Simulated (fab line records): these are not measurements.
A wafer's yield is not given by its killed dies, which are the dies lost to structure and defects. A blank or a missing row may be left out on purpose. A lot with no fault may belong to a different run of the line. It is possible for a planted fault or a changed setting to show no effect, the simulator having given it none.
Lot-split experiment	flow n5Finfet	route with 1938 steps; 7 lots, 39 wafers read

## ON THE SPLIT
At N5_FIN_CUT_CUT_ETCH_26 (etches SiNx in CH3F/O2, target depth 39 nm, time 55.7 s), the setting targetDepthA was moved away from the recipe's 390 angstrom on 15 of the 39 wafers read, by -49.1% to +36.3%. For the rest of the wafers, this setting stayed at what the recipe calls for.

## FROM THE SPLIT TO THE READING: what the file shows between them, 2 steps
- N5_FIN_CUT_CUT_ETCH_27: etches SiO2 in CHF3/O2, target depth 4 nm, overetch 2 nm, time 4.9 s
- N5_FIN_CUT_PRECLEAN_35: cleans in vHF, time 13.3 s

## THE READING
SOC_of_FIN_CUT_COAT_18.thkNm (the simulator's own value, which no gauge read), in nm, at N5_FIN_CUT_CUT_ETCH_15 (etches Si in HBr/Cl2/O2, target depth 100 nm, bt time 10 s, time 42.4 s). No usual value for it is given in the file. Here, 24 wafers ran the recipe; their average is 170.3 nm with a standard deviation of 0.88 nm.

wafer	tool, chamber at the split	targetDepthA as run, angstrom	against the recipe	SOC_of_FIN_CUT_COAT_18.thkNm, nm	against lot-mates on the recipe
L077.1	rieDiel-06, 3	390	recipe	172	-
L077.6	rieDiel-06, 3	390	recipe	172	-
L077.2	rieDiel-06, 1	390	recipe	171	-
L077.3	rieDiel-06, 2	330.4	-15.3%	174.4	+2.7
L077.4	rieDiel-06, 0	330.4	-15.3%	173.8	+2.1
L077.5	rieDiel-06, 0	330.4	-15.3%	173.8	+2.1
L078.1	rieDiel-02, 2	390	recipe	170.6	-
L078.2	rieDiel-02, 0	531.6	+36.3%	163.4	-6.7
L078.3	rieDiel-02, 3	531.6	+36.3%	163.2	-6.9
L078.4	rieDiel-02, 1	531.6	+36.3%	162.8	-7.3
L078.5	rieDiel-02, 1	390	recipe	170	-
L078.6	rieDiel-02, 0	390	recipe	169.8	-
L081.1	rieDiel-02, 3	390	recipe	170.2	-
L081.6	rieDiel-02, 0	390	recipe	170.2	-
L081.2	rieDiel-02, 0	326.3	-16.3%	172.8	+2.7
L081.5	rieDiel-02, 1	326.3	-16.3%	172.8	+2.7
L081.3	rieDiel-02, 2	326.3	-16.3%	173.8	+3.7
L081.4	rieDiel-02, 1	390	recipe	169.8	-
L085.1	rieDiel-06, 2	390	recipe	168.8	-
L085.2	rieDiel-06, 1	390	recipe	170.2	-
L085.4	rieDiel-06, 0	390	recipe	170.6	-
L086.1	rieDiel-02, 2	390	recipe	170	-
L086.2	rieDiel-02, 3	390	recipe	169.6	-
L086.3	rieDiel-02, 1	390	recipe	169	-
L086.4	rieDiel-02, 0	390	recipe	169.2	-
L086.5	rieDiel-02, 1	390	recipe	169.2	-
L086.6	rieDiel-02, 0	390	recipe	170.2	-
L095.1	rieDiel-02, 1	390	recipe	171.8	-
L095.2	rieDiel-02, 0	198.4	-49.1%	180	+8.6
L095.3	rieDiel-02, 2	198.4	-49.1%	180.8	+9.4
L095.4	rieDiel-02, 3	390	recipe	171.6	-
L095.5	rieDiel-02, 0	390	recipe	170.8	-
L095.6	rieDiel-02, 1	198.4	-49.1%	180.6	+9.2
L096.1	rieDiel-06, 0	390	recipe	170.4	-
L096.2	rieDiel-06, 3	326.4	-16.3%	172.2	+1.9
L096.3	rieDiel-06, 2	390	recipe	169.8	-
L096.4	rieDiel-06, 1	390	recipe	170.6	-
L096.5	rieDiel-06, 3	326.4	-16.3%	174	+3.7
L096.6	rieDiel-06, 2	326.4	-16.3%	173	+2.7

FIT RESULTS
A straight line over all 39 wafers: SOC_of_FIN_CUT_COAT_18.thkNm changes by -0.202 nm for each +1% of targetDepthA; r = -0.98; the points scatter about the line by 0.81 nm.
The same after taking each lot's own level away (the mean of its wafers on the recipe; 39 wafers): -0.186 nm for each +1%; r = -0.99; scatter 0.49 nm.
According to that fit, moving targetDepthA by its largest amount changes the reading by 9.1 nm.
From 169.53 to 171.67 nm: that is the span of the lots' own levels, equal to 2.4 times the standard deviation above.
So the lot-to-lot level changes the slope little: the two slopes agree.
Check: +9.15 nm against its lot-mates is what the line predicts for one of the wafers moved furthest among these (-49.1%) when that wafer is left out of the fit. Against them it came out at +8.6 nm.

## ADDITIONAL SPLITS CARRIED BY THESE WAFERS
Other splits were also applied to these wafers ahead of the reading. Each is held against what the fit with the lots' levels taken away leaves over:
other split on the same wafers	wafers away from the commonest value	r with SOC_of_FIN_CUT_COAT_18.thkNm (lot level and that fit taken away)
N5_ZERO_LAYER_PECVD_02 timeS	15	+0.23
N5_FIN_SAQP_SPACER1_ALD_24 aldCycles	12	+0.27

## THE WHOLE CHAIN: every reading that the file lists as answering this split, in the file's order
step	what it does	reading	change (the file's fit)	r (the file's)
N5_FIN_CUT_CUT_ETCH_26	etches SiNx in CH3F/O2, target depth 39 nm, time 55.7 s	etch.depthNm (the simulator's own value, which no gauge read)	+0.405 nm for each +1% of the setting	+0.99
N5_FIN_CUT_CUT_ETCH_26	etches SiNx in CH3F/O2, target depth 39 nm, time 55.7 s	SOC_of_FIN_CUT_COAT_18.thkNm (the simulator's own value, which no gauge read)	-0.19 nm for each +1% of the setting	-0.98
N5_FIN_CUT_CUT_ETCH_15	etches Si in HBr/Cl2/O2, target depth 100 nm, bt time 10 s, time 42.4 s	SOC_of_FIN_CUT_COAT_18.thkNm (the simulator's own value, which no gauge read)	-0.185 nm for each +1% of the setting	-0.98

## THE FILE'S OWN FIT
SOC_of_FIN_CUT_COAT_18.thkNm changes by -0.185 nm for each +1% of targetDepthA, r = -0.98.
